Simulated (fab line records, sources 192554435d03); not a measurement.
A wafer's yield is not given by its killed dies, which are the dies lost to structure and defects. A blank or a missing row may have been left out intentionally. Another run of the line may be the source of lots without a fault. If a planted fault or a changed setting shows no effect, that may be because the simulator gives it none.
fab line records	flow n5-finfet
[record] lots = 10	wafers = 26	last-day = 20
route steps=1938 shown BEOL_M4@1111 BEOL_M12@1634 BEOL_M13@1659 PASSIVATION@1936
lots untouched by any fault: they come from a run of this same line in which no faults occurred
start-h: hours from the record's opening day to when the first of the lot's shown wafers began	wait-h: hours from the lot's prior step to this one	" unchanged from the row above	L1.1+2: a row that stands for several wafers	- no value, or no start was given	* or withheld: withheld	< > ~ a bound
route shown NAME@n: names a module that has steps shown in the file, with the first one's number in the route	usual: mean/standard deviation taken from wafers without a fault	same: alike in all rows	chamber/n: place in a boat	sites: per-site readings	_std_site: how widely they spread, as a standard deviation	_edge_site: inner sites' mean taken away from outer sites' mean	radius-mm: for every site, how far away it sits from the centre of the wafer	mask NAME#n: copy n	behind: the most recent tool/chamber to have shaped the wafer	hold: what put the lot on hold/how long, in hours/how the hold closed	device: transistor that didn't switch, given as n, p or np	end of line: the route-end tests of the same wafers	step lacking rows: just its recipe	killed: at the first sort, the dies lost to defects and structure; wafer yield is something else	map: a wafer's dies, x killed, . not, _ none there
set.NAME: setting as actually run; set.NAME@STEP: the setting as run at that earlier step	model.NAME: the simulator's own value behind a step, which no gauge read
a sample of lots followed through the steps of the route, with each step as a table and each wafer as a row
services: from which hour (start-h, from the record's first day; less than 0 if before it) a tool's chamber was out of use, for how many hours, and why
[[steps]]
[step N5_BEOL_M4_RC_MEAS_101]
[usual] DIBL_N = 36.5/2.1	DIBL_P = 36.6/2.6	IOFF_N = 0.17/0.044	IOFF_P = 0.21/0.048	ION_N = 674/17	ION_P = 462/9.5	SS_N = 71.6/0.77	SS_P = 73.5/0.72	VT_N = 250/4.2	VT_P = -250/3.9
lot.wafer	tool	chamber	start-h	wait-h	DIBL_N[mV/V]	DIBL_P[mV/V]	IOFF_N[nA/um]	IOFF_P[nA/um]	ION_N[uA/um]	ION_P[uA/um]	SS_N[mV/dec]	SS_P[mV/dec]	VT_N[mV]	VT_P[mV]
L265.2	prober-02	0	194.37	0.2	36.8	36.2	0.19	0.25	686	468	71.4	74.0	246	-245
L265.3	"	0	"	"	34.5	33.7	0.15	0.22	673	466	71.3	73.4	252	-247
L265.5	"	0	"	"	35.9	34.8	0.18	0.22	683	469	71.5	73.4	245	-249
L267.4	prober-02	0	224.41	0.5	34.9	33.9	0.13	0.17	671	460	70.6	73.4	255	-254
L267.5	"	0	"	"	37.0	37.6	0.17	0.22	684	468	71.1	74.7	248	-252
L270.1	prober-02	0	236.60	0.0	34.7	35.1	0.13	0.16	675	459	70.9	73.1	255	-254
L270.4	"	0	"	"	36.8	38.1	0.17	0.21	687	468	71.0	73.9	249	-252
L270.6	"	0	"	"	32.4	33.0	0.10	0.15	657	460	70.7	71.7	254	-254
L273.2	prober-02	0	250.70	0.2	35.6	36.7	0.16	0.20	667	461	71.5	73.4	247	-250
L273.4	"	0	"	"	36.0	35.2	0.15	0.17	651	445	72.3	73.0	253	-253
L273.5	"	0	"	"	32.7	32.9	0.11	0.16	653	454	70.0	73.2	254	-254
L274.2	prober-01	0	252.24	0.2	36.6	35.0	0.16	0.21	691	467	71.0	73.7	253	-253
L274.6	"	0	"	"	36.9	35.7	0.18	0.22	697	473	71.7	73.7	249	-250
L276.1	prober-01	0	275.72	0.0	37.5	38.5	0.20	0.23	679	457	71.9	74.0	246	-251
L276.2	"	0	"	"	33.3	34.1	0.12	0.17	659	454	70.4	72.7	252	-254
L276.4	"	0	"	"	39.0	39.8	0.23	0.25	682	466	72.8	74.5	246	-247
L277.2	prober-02	0	300.01	0.2	37.6	39.6	0.18	0.24	667	456	72.1	74.0	250	-249
L277.6	"	0	"	"	38.7	41.4	0.20	0.28	664	460	72.3	74.4	247	-250
L280.1	prober-02	0	300.79	0.5	37.3	36.0	0.16	0.23	677	461	71.2	73.4	248	-247
L280.2	"	0	"	"	35.9	32.5	0.13	0.17	642	446	70.9	72.0	254	-252
L284.3	prober-01	0	317.52	0.3	36.3	36.1	0.14	0.17	664	456	72.5	73.6	254	-256
L284.4	"	0	"	"	35.3	36.4	0.12	0.16	657	451	72.1	72.6	256	-257
L284.6	"	0	"	"	35.6	35.6	0.12	0.15	648	443	71.6	73.0	254	-259
L288.1	prober-01	0	349.42	0.0	34.9	36.2	0.12	0.17	664	459	71.3	73.3	257	-256
L288.4	"	0	"	"	37.3	38.6	0.16	0.21	671	469	71.8	74.0	252	-251
L288.6	"	0	"	"	35.3	35.4	0.13	0.16	666	453	71.5	72.8	255	-258
[step N5_BEOL_M12_INSPECT_30]
[recipe] mode = adi	inspect-instrument = macro
[usual] raw-defect-count = 2.1/1.5
lot.wafer	tool	chamber	start-h	wait-h	raw-defect-count
L265.2	defect-inspect-02	-	264.79	0.0	6
L265.3	"	-	"	"	2
L265.5	"	-	"	"	4
L267.4	defect-inspect-01	-	291.10	0.0	4
L267.5	"	-	"	"	2
L270.1	defect-inspect-01	-	303.52	0.0	4
L270.4	"	-	"	"	1
L270.6	"	-	"	"	1
L274.2	defect-inspect-02	-	310.19	0.0	0
L274.6	"	-	"	"	1
L273.2	defect-inspect-02	-	316.63	0.0	3
L273.4	"	-	"	"	1
L273.5	"	-	"	"	0
L276.1	defect-inspect-01	-	343.75	0.0	1
L276.2	"	-	"	"	3
L276.4	"	-	"	"	1
L280.1	defect-inspect-02	-	367.33	0.0	1
L280.2	"	-	"	"	3
L277.2	defect-inspect-01	-	368.82	0.0	0
L277.6	"	-	"	"	2
L284.3	defect-inspect-01	-	389.98	0.0	4
L284.4	"	-	"	"	3
L284.6	"	-	"	"	3
L288.1	defect-inspect-01	-	423.90	0.0	4
L288.4	"	-	"	"	0
L288.6	"	-	"	"	3
[step N5_BEOL_M12_PRE_CLEAN_42]
[recipe] gas = H2/He	time-s = 30	temp-c = 250
[usual] heater-power-w = 329/22
lot.wafer	tool	chamber	start-h	wait-h	heater-power-w
L265.2	pvd-sputter-02	-	267.48	0.0	342
L265.3	"	-	"	"	311
L265.5	"	-	"	"	344
L267.4	pvd-sputter-01	-	292.81	0.0	304
L267.5	"	-	"	"	345
L270.1	pvd-sputter-03	-	306.84	0.0	323
L270.4	"	-	"	"	341
L270.6	"	-	"	"	332
L274.2	pvd-sputter-01	-	314.72	0.0	345
L274.6	"	-	"	"	351
L273.2	pvd-sputter-02	-	318.80	0.0	323
L273.4	"	-	"	"	342
L273.5	"	-	"	"	318
L276.1	pvd-sputter-03	-	345.80	0.0	306
L276.2	"	-	"	"	315
L276.4	"	-	"	"	339
L280.1	pvd-sputter-03	-	369.08	0.0	311
L280.2	"	-	"	"	319
L277.2	pvd-sputter-02	-	371.51	0.0	298
L277.6	"	-	"	"	290
L284.3	pvd-sputter-03	-	394.53	0.0	373
L284.4	"	-	"	"	314
L284.6	"	-	"	"	350
L288.1	pvd-sputter-03	-	426.40	0.0	357
L288.4	"	-	"	"	324
L288.6	"	-	"	"	361
[step N5_BEOL_M12_CMP_49]
[recipe] stop-on = SiOC	t-overpolish-s = 20.6	down-force-psi = 1	platen-rpm = 50	clearing-platen-down-force-psi = 1.5	clearing-platen-rpm = 50	post-cmp-clean = cu-alkaline	target-thk-nm = 320	clearing-platen-pad-velocity-m-s = 0.99484	pad-velocity-m-s = 0.99484
[usual] barrier-field-endpoint-s = 30.5/0.91	motor-current-A = 6.1/0.53	overpolish-run-s = 20.600/0.0088	retaining-ring-pressure-frac = 1.000/0.0049
lot.wafer	tool	chamber	start-h	wait-h	barrier-field-endpoint-s	motor-current-A	overpolish-run-s	retaining-ring-pressure-frac
L265.3	cmp-03	2	268.23	0.2	30.7	6.5	20.584	1.003
L265.2	"	1	"	"	31.1	6.2	20.604	1.004
L265.5	"	3	"	"	31.7	6.4	20.577	1.000
L267.4	cmp-04	1	293.91	0.2	30.9	6.4	20.599	0.994
L267.5	"	0	"	"	30.9	6.1	20.604	1.010
L270.4	cmp-01	2	307.65	0.2	30.1	6.2	20.587	0.990
L270.1	"	3	"	"	31.9	5.6	20.593	1.010
L270.6	"	1	"	"	29.2	5.4	20.600	0.992
L274.2	cmp-04	1	315.85	0.2	30.2	6.9	20.596	0.999
L274.6	"	0	"	"	29.7	5.8	20.599	1.003
L273.4	cmp-03	3	320.09	0.2	30.1	6.5	20.596	1.001
L273.2	"	0	"	"	30.6	6.3	20.612	1.001
L273.5	"	3	"	"	30.6	6.1	20.588	0.997
L276.4	cmp-01	3	346.60	0.2	30.9	5.3	20.605	0.996
L276.1	"	0	"	"	29.0	7.3	20.592	0.994
L276.2	"	1	"	"	29.3	5.6	20.596	1.001
L280.2	cmp-01	2	369.99	0.4	29.0	6.3	20.597	0.998
L280.1	"	0	"	"	59.4	6.9	6.780	1.005
L277.2	cmp-01	2	372.31	0.2	30.0	5.8	20.603	1.000
L277.6	"	1	"	"	58.3	5.2	7.946	1.001
L284.4	cmp-01	0	395.85	0.2	29.6	7.0	20.615	1.001
L284.3	"	2	"	"	30.1	6.1	20.607	1.003
L284.6	"	3	"	"	60.4	5.8	5.846	1.001
L288.4	cmp-03	2	427.22	0.2	30.1	6.6	20.604	1.006
L288.1	"	3	"	"	30.9	6.3	20.613	0.996
L288.6	"	1	"	"	30.4	6.4	20.598	1.002
[step N5_BEOL_M12_THK_MEAS_50]
[recipe] thk-meas-gauge = xrf	reads = Cu_of_BEOL_M12_ECD_47
[usual] M12_THK = 318/7.2
lot.wafer	tool	chamber	start-h	wait-h	M12_THK[nm]
L265.2	film-metro-02	-	268.53	-	319
L265.3	"	-	"	"	330
L265.5	"	-	"	"	332
L267.4	film-metro-02	-	294.17	-	324
L267.5	"	-	"	"	327
L270.1	film-metro-02	-	307.91	-	333
L270.4	"	-	"	"	319
L270.6	"	-	"	"	330
L274.2	film-metro-02	-	316.11	-	331
L274.6	"	-	"	"	332
L273.2	film-metro-01	-	320.35	-	320
L273.4	"	-	"	"	310
L273.5	"	-	"	"	321
L276.1	film-metro-01	-	346.86	-	313
L276.2	"	-	"	"	313
L276.4	"	-	"	"	313
L280.1	film-metro-02	-	370.28	-	622
L280.2	"	-	"	"	319
L277.2	film-metro-02	-	372.57	-	321
L277.6	"	-	"	"	575
L284.3	film-metro-02	-	396.11	-	322
L284.4	"	-	"	"	316
L284.6	"	-	"	"	600
L288.1	film-metro-01	-	427.48	-	321
L288.4	"	-	"	"	316
L288.6	"	-	"	"	322
[step N5_BEOL_M12_INSPECT_55]
[recipe] inspect-instrument = darkfield	mode = post-dep
[usual] raw-defect-count = 78/28
lot.wafer	tool	chamber	start-h	wait-h	raw-defect-count
L265.2	defect-inspect-01	-	268.68	0.0	100
L265.3	"	-	"	"	93
L265.5	"	-	"	"	134
L267.4	defect-inspect-01	-	294.32	0.0	40
L267.5	"	-	"	"	84
L270.1	defect-inspect-02	-	308.08	0.0	87
L270.4	"	-	"	"	67
L270.6	"	-	"	"	64
L274.2	defect-inspect-01	-	316.29	0.0	70
L274.6	"	-	"	"	55
L273.2	defect-inspect-01	-	320.53	0.0	37
L273.4	"	-	"	"	50
L273.5	"	-	"	"	51
L276.1	defect-inspect-02	-	347.01	0.0	98
L276.2	"	-	"	"	134
L276.4	"	-	"	"	200
L280.1	defect-inspect-01	-	370.43	0.0	4778
L280.2	"	-	"	"	70
L277.2	defect-inspect-02	-	372.72	0.0	101
L277.6	"	-	"	"	4851
L284.3	defect-inspect-02	-	396.26	0.0	129
L284.4	"	-	"	"	73
L284.6	"	-	"	"	4828
L288.1	defect-inspect-01	-	427.65	0.0	47
L288.4	"	-	"	"	20
L288.6	"	-	"	"	47
[step N5_BEOL_M13_ILD_DEP_00]
[recipe] material = SiOC	target-thk-a = 8379.2	temp-c = 350	precursor = DEMS/O2	pressure-torr = 5	rf-w = 500	time-s = 166.4
[usual] heater-power-w = 557/110	showerhead-plenum-p-Torr = 5.699/0.015	throttle-valve-pct = 12.1/0.81
lot.wafer	tool	chamber	start-h	wait-h	heater-power-w	showerhead-plenum-p-Torr	throttle-valve-pct
L265.2	pecvd-01	0	268.72	0.0	467	5.698	12.7
L265.3	"	2	"	"	483	5.695	11.2
L265.5	"	0	"	"	483	5.692	12.4
L267.4	pecvd-03	1	294.42	0.1	430	5.714	11.1
L267.5	"	2	"	"	622	5.669	11.7
L270.1	pecvd-02	0	308.12	0.0	632	5.719	12.2
L270.4	"	0	"	"	652	5.695	11.8
L270.6	"	1	"	"	531	5.683	12.3
L274.2	pecvd-01	1	316.33	0.0	374	5.691	12.5
L274.6	"	2	"	"	527	5.691	11.4
L273.2	pecvd-03	1	320.56	0.0	481	5.698	11.3
L273.4	"	2	"	"	634	5.678	11.8
L273.5	"	1	"	"	537	5.714	11.3
L276.1	pecvd-03	2	347.04	0.0	785	5.686	12.0
L276.2	"	1	"	"	448	5.695	11.5
L276.4	"	1	"	"	480	5.704	11.6
L280.2	pecvd-03	1	370.47	0.0	468	5.696	11.3
L277.2	pecvd-01	0	372.76	0.0	510	5.690	12.8
L284.3	pecvd-02	0	396.30	0.0	631	5.721	12.3
L284.4	"	2	"	"	600	5.709	10.9
L288.1	pecvd-02	1	427.69	0.0	578	5.689	12.4
L288.4	"	0	"	"	625	5.718	12.4
L288.6	"	1	"	"	606	5.690	12.1
[step N5_PASSIVATION_PROBE_49]
[usual] defect-limited-yield = 91.2/1.5	killed_at_M0_to_M3 = 36/10	killed_at_M4_up = 14/5.2	killed-at-contacts = 12/6	killed-at-front-end = 37/10	killed-at-other = 4/3.3	killed-dies = 104/18	killed-on-rim = 14/4.1	killed-open = 68/14	killed-short = 34/7.4	sort_bin_5_function = 5.2/1	sort_bin_6_memory = 3.3/0.7	sort_bin_8_speed = 0.01/0.045	sort-n-pass = 1076/18	sort-yield-pct = 91.2/1.5
[same] gross-dies = 1180	killed-at-back-side = 0	sort_bin_4_leakage[%] = 0
lot.wafer	tool	chamber	start-h	wait-h	defect-limited-yield[%]	killed_at_M0_to_M3	killed_at_M4_up	killed-at-contacts	killed-at-front-end	killed-at-other	killed-dies	killed-on-rim	killed-open	killed-short	sort_bin_5_function[%]	sort_bin_6_memory[%]	sort_bin_8_speed[%]	sort-n-pass	sort-yield-pct[%]
L265.2	prober-01	-	301.25	0.1	90.8	33	28	23	22	2	108	17	80	26	4.8	4.1	0	1072	90.8
L265.3	prober-01	-	301.30	0.1	91.9	47	10	16	22	1	96	15	50	45	4.7	3.2	0	1084	91.9
L265.5	prober-01	-	301.40	0.2	91.0	44	22	9	29	2	106	10	75	31	4.2	4.4	0	1074	91.0
L267.4	prober-01	-	338.42	0.2	93.3	28	8	6	31	6	79	10	53	26	3.9	2.7	0	1101	93.3
L267.5	prober-01	-	338.47	0.2	94.6	18	13	14	16	3	64	7	42	22	3.2	1.9	0	1116	94.6
L270.1	prober-01	-	344.30	0.0	90.2	53	14	14	30	5	116	17	85	29	5.9	3.4	0	1064	90.2
L270.4	prober-01	-	344.45	0.2	90.1	27	25	29	31	5	117	13	77	33	5.3	3.6	0	1063	90.1
L270.6	prober-01	-	344.55	0.3	88.3	56	18	23	41	0	138	15	96	40	7.4	3.9	0	1042	88.3
L274.2	prober-02	-	347.36	0.1	90.6	37	15	11	45	3	111	17	79	29	5.8	3.3	0	1069	90.6
L274.6	prober-02	-	347.56	0.3	91.7	30	16	10	38	4	98	13	64	30	5.3	2.8	0	1082	91.7
L273.2	prober-02	-	348.20	0.1	89.7	46	19	22	26	8	121	17	85	35	6.6	3.1	0	1059	89.7
L273.4	prober-02	-	348.30	0.2	87.6	44	27	12	57	6	146	17	102	42	7.6	4.5	0	1034	87.6
L273.5	prober-02	-	348.35	0.2	87.6	63	26	14	36	7	146	19	95	48	7.9	4.0	0	1034	87.6
L276.1	prober-01	-	388.69	0.0	90.8	49	19	12	28	0	108	12	65	43	6.1	2.9	0	1072	90.8
L276.2	prober-01	-	388.74	0.1	92.0	35	13	10	36	0	94	12	65	28	5.3	2.5	0	1086	92.0
L276.4	prober-01	-	388.84	0.2	92.8	26	11	11	35	2	85	2	57	28	3.6	3.5	0	1095	92.8
L280.1	prober-01	-	399.06	0.0	0	41	1099	6	29	5	1180	152	70	24	4.9	2.8	0	0	0
L280.2	prober-01	-	399.11	0.1	90.3	49	10	7	40	8	114	12	75	31	5.1	3.6	0.25	1063	90.1
L277.2	prober-02	-	419.64	0.1	92.2	24	12	25	29	2	92	12	55	36	3.5	4.0	0	1088	92.2
L277.6	prober-02	-	419.84	0.3	0	35	1098	17	28	2	1180	152	75	28	5.2	3.4	0	0	0
L284.3	prober-01	-	439.15	0.1	92.5	40	12	3	29	5	89	12	55	34	4.1	3.2	0	1091	92.5
L284.4	prober-01	-	439.20	0.2	88.0	38	27	6	45	26	142	28	73	50	7.4	4.6	0	1038	88.0
L284.6	prober-01	-	439.30	0.3	0	47	1074	9	48	2	1180	152	65	51	5.8	3.9	0	0	0
L288.1	prober-01	-	478.20	0.0	91.8	42	11	3	34	7	97	16	57	39	4.7	3.2	0	1083	91.8
L288.4	prober-01	-	478.35	0.2	90.2	32	16	13	49	6	116	20	72	43	5.9	3.4	0	1064	90.2
L288.6	prober-01	-	478.45	0.3	91.9	41	11	5	36	2	95	18	68	25	5.5	2.4	0	1085	91.9
// killed by level:class
L265.2 MOL_CONTACT_COAG:geometric-particle:open=20 BEOL_M4:geometric-particle:open=11 BEOL_M1:geometric-particle:open=8 FIN_SAQP:geometric-particle:open=7 STI_FIN_REVEAL:geometric-particle:open=5 BEOL_M0_SAQP:geometric-particle:short=5 BEOL_M0_SAQP:geometric-particle:open=5 BEOL_M5:geometric-particle:open=5
L265.3 MOL_CONTACT_COAG:geometric-particle:open=13 BEOL_M0_SAQP:geometric-particle:short=13 BEOL_M1:geometric-particle:open=10 FIN_SAQP:geometric-particle:short=7 BEOL_M1:geometric-particle:short=6 BEOL_M0_SAQP:geometric-particle:open=5 STI_FIN_REVEAL:geometric-particle:open=4 BEOL_M0:geometric-particle:short=4
L265.5 BEOL_M1:geometric-particle:open=15 FIN_SAQP:geometric-particle:open=10 BEOL_M0_SAQP:geometric-particle:short=10 BEOL_M0_SAQP:geometric-particle:open=9 MOL_CONTACT_COAG:geometric-particle:open=7 BEOL_M4:geometric-particle:open=7 BEOL_M5:geometric-particle:open=6 FIN_SAQP:geometric-particle:short=4
L267.4 BEOL_M2:geometric-particle:open=7 STI_FIN_REVEAL:geometric-particle:open=6 FIN_SAQP:geometric-particle:short=5 GATE_CUT:geometric-particle:short=5 MOL_CONTACT_COAG:geometric-particle:open=5 BEOL_M0_SAQP:geometric-particle:open=5 BEOL_M1:geometric-particle:open=5 FIN_SAQP:geometric-particle:open=3
L267.5 MOL_CONTACT_COAG:geometric-particle:open=12 GATE_CUT:geometric-particle:short=6 BEOL_M1:geometric-particle:open=5 FIN_SAQP:geometric-particle:open=4 BEOL_M0_SAQP:geometric-particle:short=4 BEOL_M4:geometric-particle:open=4 BEOL_M2:geometric-particle:open=3 BEOL_M7:geometric-particle:open=3
L270.1 BEOL_M3:geometric-particle:open=15 MOL_CONTACT_COAG:geometric-particle:open=14 DUMMY_GATE:geometric-particle:open=10 BEOL_M0_SAQP:geometric-particle:open=9 BEOL_M0_SAQP:geometric-particle:short=9 BEOL_M2:geometric-particle:open=8 BEOL_M4:geometric-particle:open=7 BEOL_M1:geometric-particle:open=4
L270.4 MOL_CONTACT_COAG:geometric-particle:open=21 BEOL_M3:geometric-particle:open=9 MOL_CONTACT_COAG:geometric-particle:short=8 BEOL_M4:geometric-particle:open=8 FIN_SAQP:geometric-particle:open=6 BEOL_M0_SAQP:geometric-particle:open=5 HKMG_FIN:area-etch=5 GATE_CUT:geometric-particle:open=4
L270.6 MOL_CONTACT_COAG:geometric-particle:open=17 BEOL_M0_SAQP:geometric-particle:open=13 FIN_SAQP:geometric-particle:open=11 BEOL_M1:geometric-particle:open=11 BEOL_M0_SAQP:geometric-particle:short=11 BEOL_M2:geometric-particle:open=9 BEOL_M3:geometric-particle:open=8 FIN_SAQP:geometric-particle:short=7
L274.2 STI_FIN_REVEAL:geometric-particle:open=16 BEOL_M3:geometric-particle:open=12 MOL_CONTACT_COAG:geometric-particle:open=10 FIN_SAQP:geometric-particle:short=7 BEOL_M2:geometric-particle:open=7 GATE_CUT:geometric-particle:short=5 BEOL_M1:geometric-particle:open=5 FIN_SAQP:geometric-particle:open=4
L274.6 FIN_SAQP:geometric-particle:open=10 STI_FIN_REVEAL:geometric-particle:open=7 MOL_CONTACT_COAG:geometric-particle:open=7 BEOL_M0_SAQP:geometric-particle:open=6 BEOL_M2:geometric-particle:open=6 BEOL_M3:geometric-particle:open=5 BEOL_M0_SAQP:geometric-particle:short=4 BEOL_M1:geometric-particle:open=4
L273.2 MOL_CONTACT_COAG:geometric-particle:open=17 BEOL_M3:geometric-particle:open=15 BEOL_M0_SAQP:geometric-particle:open=10 BEOL_M0_SAQP:geometric-particle:short=8 BEOL_M4:geometric-particle:open=7 MOL_CONTACT_COAG:geometric-particle:short=5 BEOL_M1:geometric-particle:open=5 FIN_SAQP:geometric-particle:open=4
L273.4 STI_FIN_REVEAL:geometric-particle:open=24 BEOL_M4:geometric-particle:open=14 BEOL_M3:geometric-particle:open=11 MOL_CONTACT_COAG:geometric-particle:open=8 BEOL_M2:geometric-particle:open=8 BEOL_M0_SAQP:geometric-particle:short=7 STARTING-WAFER:geometric-particle:open=7 ILD0:geometric-particle:open=5
L273.5 BEOL_M3:geometric-particle:open=15 BEOL_M2:geometric-particle:open=15 BEOL_M4:geometric-particle:open=13 MOL_CONTACT_COAG:geometric-particle:open=11 BEOL_M0_SAQP:geometric-particle:short=9 BEOL_M0_SAQP:geometric-particle:open=6 STARTING-WAFER:geometric-particle:open=6 BEOL_M3:geometric-particle:short=5
L276.1 BEOL_M0_SAQP:geometric-particle:short=12 BEOL_M3:geometric-particle:open=11 MOL_CONTACT_COAG:geometric-particle:open=9 BEOL_M4:geometric-particle:open=7 STI_FIN_REVEAL:geometric-particle:open=6 BEOL_M0_SAQP:geometric-particle:open=6 FIN_SAQP:geometric-particle:short=5 BEOL_M1:geometric-particle:open=5
L276.2 BEOL_M3:geometric-particle:open=11 MOL_CONTACT_COAG:geometric-particle:open=8 BEOL_M1:geometric-particle:open=8 FIN_SAQP:geometric-particle:short=5 STI_FIN_REVEAL:geometric-particle:open=5 ILD0:geometric-particle:short=5 BEOL_M0_SAQP:geometric-particle:open=5 BEOL_M0_SAQP:geometric-particle:short=5
L276.4 MOL_CONTACT_COAG:geometric-particle:open=11 BEOL_M3:geometric-particle:open=10 FIN_SAQP:geometric-particle:open=8 STI_FIN_REVEAL:geometric-particle:open=8 FIN_SAQP:geometric-particle:short=7 GATE_CUT:geometric-particle:short=6 BEOL_M2:geometric-particle:open=6 BEOL_M0_SAQP:geometric-particle:open=3
L280.1 BEOL_M12:area-cmp=1085 BEOL_M2:geometric-particle:open=12 BEOL_M3:geometric-particle:open=10 FIN_SAQP:geometric-particle:open=7 STI_FIN_REVEAL:geometric-particle:open=7 BEOL_M4:geometric-particle:open=7 BEOL_M0_SAQP:geometric-particle:short=5 BEOL_M0_SAQP:geometric-particle:open=5
L280.2 BEOL_M0_SAQP:geometric-particle:open=15 BEOL_M3:geometric-particle:open=11 BEOL_M0_SAQP:geometric-particle:short=8 HKMG_FIN:area-etch=8 MOL_CONTACT_COAG:geometric-particle:open=7 FIN_SAQP:geometric-particle:open=6 BEOL_M4:geometric-particle:open=6 STI_FIN_REVEAL:geometric-particle:open=5
L277.2 MOL_CONTACT_COAG:geometric-particle:open=20 FIN_SAQP:geometric-particle:short=5 MOL_CONTACT_COAG:geometric-particle:short=5 BEOL_M0_SAQP:geometric-particle:open=5 BEOL_M3:geometric-particle:short=5 DUMMY_GATE:geometric-particle:open=4 BEOL_M5:geometric-particle:short=4 BEOL_M0_SAQP:geometric-particle:short=4
L277.6 BEOL_M12:area-cmp=1077 MOL_CONTACT_COAG:geometric-particle:open=15 BEOL_M0_SAQP:geometric-particle:open=15 DUMMY_GATE:geometric-particle:open=7 BEOL_M4:geometric-particle:open=7 BEOL_M3:geometric-particle:open=6 BEOL_M0_SAQP:geometric-particle:short=6 FIN_SAQP:geometric-particle:open=5
L284.3 BEOL_M0_SAQP:geometric-particle:short=11 FIN_SAQP:geometric-particle:open=10 BEOL_M3:geometric-particle:open=9 DUMMY_GATE:geometric-particle:open=7 BEOL_M0_SAQP:geometric-particle:open=7 BEOL_M1:geometric-particle:open=5 FIN_SAQP:geometric-particle:short=3 BEOL_M2:geometric-particle:open=3
L284.4 PASSIVATION:area-etch=19 BEOL_M4:geometric-particle:open=12 BEOL_M4:geometric-particle:short=12 BEOL_M0_SAQP:geometric-particle:open=11 FIN_SAQP:geometric-particle:short=10 FIN_SAQP:geometric-particle:open=9 BEOL_M0_SAQP:geometric-particle:short=8 BEOL_M3:geometric-particle:open=6
L284.6 BEOL_M12:area-cmp=1064 BEOL_M0_SAQP:geometric-particle:short=19 BEOL_M0_SAQP:geometric-particle:open=13 FIN_SAQP:geometric-particle:open=11 DUMMY_GATE:geometric-particle:open=10 FIN_SAQP:geometric-particle:short=9 MOL_CONTACT_COAG:geometric-particle:open=6 BEOL_M5:geometric-particle:open=5
L288.1 BEOL_M0_SAQP:geometric-particle:short=10 BEOL_M3:geometric-particle:open=9 BEOL_M0_SAQP:geometric-particle:open=8 STI_FIN_REVEAL:geometric-particle:open=7 FIN_SAQP:geometric-particle:short=6 FIN_SAQP:geometric-particle:open=5 BEOL_M1:geometric-particle:open=5 DUMMY_GATE:geometric-particle:open=4
L288.4 STI_FIN_REVEAL:geometric-particle:open=23 BEOL_M0_SAQP:geometric-particle:short=10 MOL_CONTACT_COAG:geometric-particle:open=8 STI_FIN_REVEAL:geometric-particle:short=6 BEOL_M1:geometric-particle:open=6 GATE_CUT:geometric-particle:open=5 MOL_CONTACT_COAG:geometric-particle:short=5 FIN_SAQP:geometric-particle:short=4
L288.6 BEOL_M3:geometric-particle:open=11 BEOL_M2:geometric-particle:open=8 BEOL_M0_SAQP:geometric-particle:open=6 FIN_SAQP:geometric-particle:open=5 STI_FIN_REVEAL:geometric-particle:open=5 DUMMY_GATE:geometric-particle:open=5 GATE_CUT:geometric-particle:open=5 MOL_CONTACT_COAG:geometric-particle:open=5
[[services]]
tool	chamber	start-h	hours	kind
cmp-03	-	244.00	1.0	repair
pecvd-03	-	255.03	14.6	pm
cmp-01	-	269.12	8.4	pm
pecvd-02	-	270.32	28.1	pm
cmp-01	-	278.95	0.5	repair
pecvd-03	0	280.98	5.5	scheduled-down
pecvd-01	-	295.80	14.6	pm
pecvd-03	0	307.10	28.4	repair
pecvd-02	1	319.53	5.5	scheduled-down
cmp-01	-	325.02	0.8	repair
cmp-04	-	346.47	12.1	pm
cmp-03	-	358.93	2.4	repair
pecvd-01	1	366.46	4.7	repair
cmp-03	-	369.83	10.2	pm
pecvd-03	1	373.44	2.1	scheduled-down
cmp-01	-	375.79	4.0	pm
cmp-01	-	379.79	-	consumable-replace:conditioner
cmp-01	-	379.79	-	consumable-replace:pad
cmp-03	-	381.43	2.7	repair
cmp-04	-	385.72	4.0	pm
cmp-04	-	389.72	-	consumable-replace:conditioner
pvd-sputter-01	-	393.50	73.0	repair
pecvd-01	-	413.47	2.8	pm
pecvd-01	-	423.46	1.5	repair
[[key]]
[first-sign] step = N5_BEOL_M12_CMP_49	reading = overpolish-run-s	direction = down	sigmas = 99+	usual = 20.600	struck = 6.857
[effect] step = N5_BEOL_M12_CMP_49	reading = barrier-field-endpoint-s	direction = up	sigmas = 32	usual = 30.5	struck = 59.4
[effect] step = N5_BEOL_M12_THK_MEAS_50	reading = M12_THK	direction = up	sigmas = 39	usual = 318	struck = 599
[effect] step = N5_BEOL_M12_INSPECT_55	reading = raw-defect-count	direction = up	sigmas = 99+	usual = 78	struck = 4819
[effect] step = N5_PASSIVATION_PROBE_49	reading = killed_at_M4_up	direction = up	sigmas = 99+	usual = 14	struck = 1090
[more-kills-born-at] N5_BEOL_M12_CMP_49@cmp-01 = 3226
met-at N5_BEOL_M12_CMP_49
struck-lots L277,L280,L284
struck-wafers L277.6,L280.1,L284.6
later-rows-left-out L277.6,L280.1,L284.6
[baseline-loss] step = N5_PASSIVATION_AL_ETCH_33	wafers = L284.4
not-acting-at N5_BEOL_M12_INSPECT_30,N5_BEOL_M12_PRE_CLEAN_42,N5_BEOL_M13_ILD_DEP_00
onset-between 346.60 369.99
[fault] kind = process-parameter-drift	tool = cmp-01	chamber = -	onset-h = 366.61	steps = N5_BEOL_M12_CMP_49	channel = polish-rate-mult	offset = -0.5	shape = step	end-h = 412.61	scope = struck-wafers-only
// later-rows-left-out: the simulator's readings of these wafers behind a module that went badly wrong aren't trusted and aren't shown, but for the sort
// baseline-loss: these wafers lose ten dies or more at that step, a loss of the line's own and not of a fault; the sort's usual values leave them out
